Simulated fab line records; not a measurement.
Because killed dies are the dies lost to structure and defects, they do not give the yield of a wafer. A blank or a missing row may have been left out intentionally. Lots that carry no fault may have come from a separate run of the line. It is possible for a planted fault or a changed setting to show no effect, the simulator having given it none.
Which tool is to blame? + flow nand harc + 7 lots with 21 wafers sampled at 5 steps, on a route of 1159 steps

== WHAT THE GAUGES SHOWED, per wafer ==
NHARC_END_SORT_01.
| lot  | measured     | on        | killed at array |
|------|--------------|-----------|-----------------|
| L781 | day 24 05:40 | prober-01 | 321 297 311     |

== EACH LOT AND THE TOOL THAT RAN IT (in order: tool; ch and the chambers of the sampled wafers; start) ==
| lot  | NHARC_A_WL_FILL_CVD_03        | NHARC_A_M1_ANNEAL_31             | NHARC_A_M1_CMP_23             | NHARC_A_BONDPAD_PVD_27                  |
|------|-------------------------------|----------------------------------|-------------------------------|-----------------------------------------|
| L765 | cvd w-01 ch 0, day 15 07:36   | rtp anneal-01 ch 0, day 17 23:00 | cmp-01 ch 2,3, day 17 23:17   | pvd sputter-03, no start                |
| L766 | cvd w-02 ch 1, day 15 15:14   | rtp anneal-01 ch 0, day 18 08:22 | cmp-02 ch 1,2, day 18 08:43   | pvd sputter-03, no start                |
| L767 | cvd w-02 ch 0,1, day 16 10:46 | rtp anneal-02 ch 0, day 19 11:40 | cmp-01 ch 0,3, day 19 12:03   | pvd sputter-01, no start                |
| L770 | cvd w-01 ch 0,1, day 17 03:56 | rtp anneal-02 ch 0, day 20 01:56 | cmp-04 ch 0,2,3, day 20 02:19 | pvd sputter-02, no start                |
| L769 | cvd w-01 ch 0,1, day 17 10:04 | rtp anneal-02 ch 0, day 20 07:37 | cmp-01 ch 0,2,3, day 20 07:55 | pvd sputter-01, no start                |
| L781 | cvd w-02 ch 0,1, day 19 14:35 | rtp anneal-02 ch 0, day 22 13:19 | cmp-04 ch 0,1,2, day 22 13:40 | pvd sputter-03, day 24 05:40 or earlier |
| L785 | cvd w-01 ch 0,1, day 20 17:06 | rtp anneal-01 ch 0, day 23 18:26 | cmp-02 ch 0,3, day 23 18:47   | pvd sputter-01, no start                |
- NHARC_A_WL_FILL_CVD_03: deposits W, target thk 40 nm, time 3302 s.
- NHARC_A_M1_ANNEAL_31: time 90 s.
- NHARC_A_M1_CMP_23: polishes, t overpolish 20 s, target thk 154.34 nm.
- NHARC_A_BONDPAD_PVD_27: deposits Cu, target thk 30 nm, time 20.49 s.

== THE ANSWER, worked out from the rows above alone ==
Rule: the lots themselves supply what counts as usual. Put in order of their means at a reading, lots are off if they are a third of the lots or fewer, leave a main group of 4 or more, and stand apart from it by a gap of 3 or more times the standard deviation of the main group's means; of several such gaps the widest counts. A main group is skipped when, at the precision printed for the reading in the tables above, its means are all equal. A lot without any number at a reading at which 4 lots or more have one is off too. The other lots that the step has rows for count as sound.
No lot is off on any of the readings shown, so nothing can be concluded from this.

== WHAT THE SIMULATOR HAD INSERTED ==
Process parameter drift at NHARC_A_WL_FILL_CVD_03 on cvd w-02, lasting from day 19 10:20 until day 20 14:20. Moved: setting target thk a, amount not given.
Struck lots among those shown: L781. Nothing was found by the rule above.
